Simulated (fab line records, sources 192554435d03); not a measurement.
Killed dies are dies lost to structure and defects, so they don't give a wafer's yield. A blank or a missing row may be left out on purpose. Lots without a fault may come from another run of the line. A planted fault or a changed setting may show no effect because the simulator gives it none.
Problem report in the 8D (eight disciplines) form, filled by code | flow n5_finfet | the parts of the form that need people (team, actions taken, sign-off) are left out

1. THE PROBLEM
spin_speed_rpm at N5_FIN_SAQP_COAT_50 reads a mean of 1270.2 rpm on 6 wafers of 2 lots; wafers without a fault read 1499.8 rpm with a standard deviation of 1. That is -99 or more standard deviations from the usual mean.
The step: time 60 s, resist thk 35 nm.
First seen on wafer L435.1, day 2 20:48, on litho_track-03. The record holds 30 wafers of 10 lots with a number at this step. Rule for "out", or "out of limits": more than 4 standard deviations from the usual mean. The other wafers with a number count as sound.

2. WHAT IT IS AND WHAT IT IS NOT
question                    | is                     | is not
which readings at this step | spin_speed_rpm         | heater_power_total_W
which lots                  | L435, L439             | L432, L434, L438, L440, L441, L444, L450, L453
which wafers of those lots  | all that have a number | -
read on which tools         | litho_track-03         | litho_track-02, litho_track-04
when                        | from day 2 20:48       | up to then (6 sound wafers); but 18 sound wafers of L438, L440, L441, L444, L450, L453 came after

3. SUSPECTS, AND WHAT RULES EACH OUT
Counting: a tool at a process step up to the reading stays a suspect if it ran every lot that is out and no sound lot after the first of them.
- rie_diel-02 at N5_PMOS_HMC_CHANNEL_EPI_STRIP_33 (strips in N2/H2): ruled out as a lasting fault. Sound lots L450 ran on it after its first lot that is out, L435 (day 2 17:10).
- litho_track-03 at N5_FIN_SAQP_COAT_50 (time 60 s, resist thk 35 nm): kept. It ran every lot that is out, first L435 (day 2 20:48), and no sound lot after that; its last sound lot up to then is L434 (day 2 16:13). Its own readings are out on those wafers: spin_speed_rpm.
Left after counting: litho_track-03 at N5_FIN_SAQP_COAT_50.

4. THE CAUSE (what the simulator had put in)
Process parameter drift: litho_track-03, from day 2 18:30 on, at N5_FIN_SAQP_COAT_50. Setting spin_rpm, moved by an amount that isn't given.
Counting left only this tool.

5. THE CHAIN OF EFFECTS, in route order
Each row: a reading whose mean over the struck wafers that have a number lies more than 3 standard deviations from the usual. Only readings for which the record gives a usual standard deviation are gone through. hours: the time from each lot's start at the first step in this table that gives one to its start at this step, as a median over the lots. sigmas: the change in usual standard deviations.
hours | step                | reading           | usual      | on struck wafers | change | sigmas
0     | N5_FIN_SAQP_COAT_50 | spin_speed_rpm    | 1499.8 rpm | 1270.2           | -229.6 | -99 or more
0     | N5_FIN_SAQP_ETCH_51 | etch_rf_on_time_s | 76.0 s     | 82.1             | +6.1   | +3.4
The process steps in it:
- N5_FIN_SAQP_COAT_50: time 60 s, resist thk 35 nm.
- N5_FIN_SAQP_ETCH_51: etches SiARC in CF4, target depth 45.5 nm, time 75.8 s.

6. WHAT WOULD HAVE CAUGHT IT SOONER
In this record the first reading out of limits was taken at day 2 20:48, 2 hours after the fault began at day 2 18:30.
